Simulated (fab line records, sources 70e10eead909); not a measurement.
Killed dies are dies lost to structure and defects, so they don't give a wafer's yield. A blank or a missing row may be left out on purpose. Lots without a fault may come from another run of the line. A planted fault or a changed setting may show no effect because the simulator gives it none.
A struck lot beside a sound one | flow nand_harc | 21 steps out of a route of 1302
Sound: wafers L108.2, L108.5, L108.6. Struck: wafers L121.1, L121.3, L121.6. The cause comes at the end.
At each step with rows: each side's tool, then ch and its chambers, then its first start. Under that, the readings that differ: sound wafers | struck wafers | difference of the means | sigmas: that difference in standard deviations of wafers without a fault.
alike: readings whose means differ by less than 2 such deviations, and words and numbers that are the same on both sides. not compared: withheld readings, readings that some wafer has no value for, bounds like >300 that may hide the same value, and numbers for which the record gives no deviation and whose values overlap.
The two part at a step that has a row with sigmas, a row that says differs or no value, or rows on one side only. Numbers that don't overlap but have no deviation are shown without sigmas and don't part them. A reading that every wafer of one side lacks parts them only if that side has two wafers or more.

NHARC_P_CONTACT_CMP_24: polishes, t overpolish 30 s, target thk 200 nm.
  sound on cmp-04 ch 1,2,3, day 8 00:11; struck on cmp-01 ch 0,1,2, day 13 07:58
  reading                | sound          | struck         | difference | sigmas
  time_to_endpoint_s (s) | 37.5 35.0 37.7 | 43.0 41.0 42.4 | +5.4       | +3
  alike: edge_zone_pressure_frac, motor_current_A, overpolish_run_s
then, 1 step without rows for these wafers: NHARC_P_CONTACT_SRD_26.
NHARC_P_CONTACT_INSPECT_27:
  sound on defect_inspect-02, day 8 00:31; struck on defect_inspect-01, day 13 08:19
  alike: raw_defect_count
then, 8 steps without rows for these wafers: NHARC_P_M0_DEP_00 (deposits SiOC, target thk 150 nm); NHARC_P_M0_DEHYDRATE_01 (time 120 s); NHARC_P_M0_HMDS_02 (time 30 s); NHARC_P_M0_COAT_33 (time 65 s); NHARC_P_M0_COAT_03 (resist thk 90 nm); NHARC_P_M0_SOFTBAKE_04 (time 55 s); NHARC_P_M0_EBR_05; NHARC_P_M0_EXPOSE_06 (exposes mask P M0, target cd 90 nm).
NHARC_P_M0_PEB_07: peb time 65 s.
  sound on litho_track-01 ch 0, day 8 01:20; struck on litho_track-06 ch 0, day 13 09:08
  reading                  | sound               | struck               | difference | sigmas
  heater_power_total_W (W) | 156.0 157.0 157.0   | 162.3 161.9 161.9    | +5.4       | +13
  plate_temp_C (C)         | 100.06 100.00 99.92 | 102.27 102.42 102.55 | +2.42      | +19
then, 1 step without rows for these wafers: NHARC_P_M0_DEVELOP_08 (develop time 35 s).
NHARC_P_M0_CD_MEAS_09: target cd 90 nm.
  sound on cd_sem-02 ch 0, day 8 01:25; struck on cd_sem-02 ch 0, day 13 09:13
  reading    | sound          | struck         | difference | sigmas
  cd_nm (nm) | 89.2 89.6 89.9 | 99.2 98.3 98.6 | +9.1       | +21
NHARC_P_M0_OVL_MEAS_10: pitch 180 nm.
  sound on overlay-02, day 8 01:31; struck on overlay-01, day 13 09:18
  reading           | sound          | struck      | difference | sigmas
  overlay_x_nm (nm) | -0.7 -1.6 -0.3 | 0.5 0.8 1.2 | +1.7       | +2
  alike: overlay_y_nm
NHARC_P_M0_INSPECT_11:
  sound on defect_inspect-01, day 8 01:32; struck on defect_inspect-02, day 13 09:20
  alike: raw_defect_count
NHARC_P_M0_DESCUM_14: chemistry O2, time 3 s.
  sound on rie_diel-08 ch 0,3, day 8 01:37; struck on rie_diel-03 ch 1,3, day 13 09:25
  reading               | sound             | struck        | difference | sigmas
  model.P_M0.cd_nm (nm) | 89.25 89.38 89.78 | 98.9 98.56 99 | +9.4       |
  alike: drypump_motor_current_A, oes_product_au, rf_vpp_V, showerhead_plenum_p_Torr, throttle_valve_pct
  not compared: rf_hours_counter_h
NHARC_P_M0_ETCH_34: etches the open film in N2/H2, target depth 40 nm, overetch 12 nm, time 43.94 s.
  sound on rie_diel-08 ch 0,2,3, day 8 01:42; struck on rie_diel-03 ch 1,2, day 13 09:31
  alike: drypump_motor_current_A, oes_product_au, rf_vpp_V, showerhead_plenum_p_Torr, throttle_valve_pct
  not compared: rf_hours_counter_h
NHARC_P_M0_ETCH_15: etches the open film in C4F8/Ar, target depth 150 nm, overetch 15 nm, time 82.5 s.
  sound on rie_diel-08 ch 1,2; struck on rie_diel-03 ch 1,2
  reading               | sound            | struck           | difference | sigmas
  model.P_M0.cd_nm (nm) | 89.02 89.7 89.66 | 98.8 98.46 98.76 | +9.2       |
  alike: oes_product_au, rf_vpp_V
  not compared: rf_hours_counter_h
NHARC_P_M0_CD_MEAS_16:
  sound on cd_sem-02, day 8 01:54; struck on cd_sem-02, day 13 09:44
  reading    | sound          | struck         | difference | sigmas
  cd_nm (nm) | 89.0 89.9 89.9 | 99.1 98.4 99.1 | +9.3       | +17
-- the record jumps here: 19 days lie between the struck wafers' starts before and after (it left off in module P_M0 and takes up again in module END, whose first step shown is number 1302 of the route) --
NHARC_END_SORT_01:
  sound on prober-01 ch 0, day 26 17:49; struck on prober-01 ch 0, day 32 17:45
  alike: defect_limited_yield, killed_at_array, killed_at_other, killed_at_periphery, killed_dies, killed_open, killed_short

WHERE THEY PART
First at NHARC_P_CONTACT_CMP_24; last, within this record, at NHARC_P_M0_CD_MEAS_16. Later steps at which nothing parts them and some readings are alike: NHARC_END_SORT_01.

WHY: what the simulator had put in
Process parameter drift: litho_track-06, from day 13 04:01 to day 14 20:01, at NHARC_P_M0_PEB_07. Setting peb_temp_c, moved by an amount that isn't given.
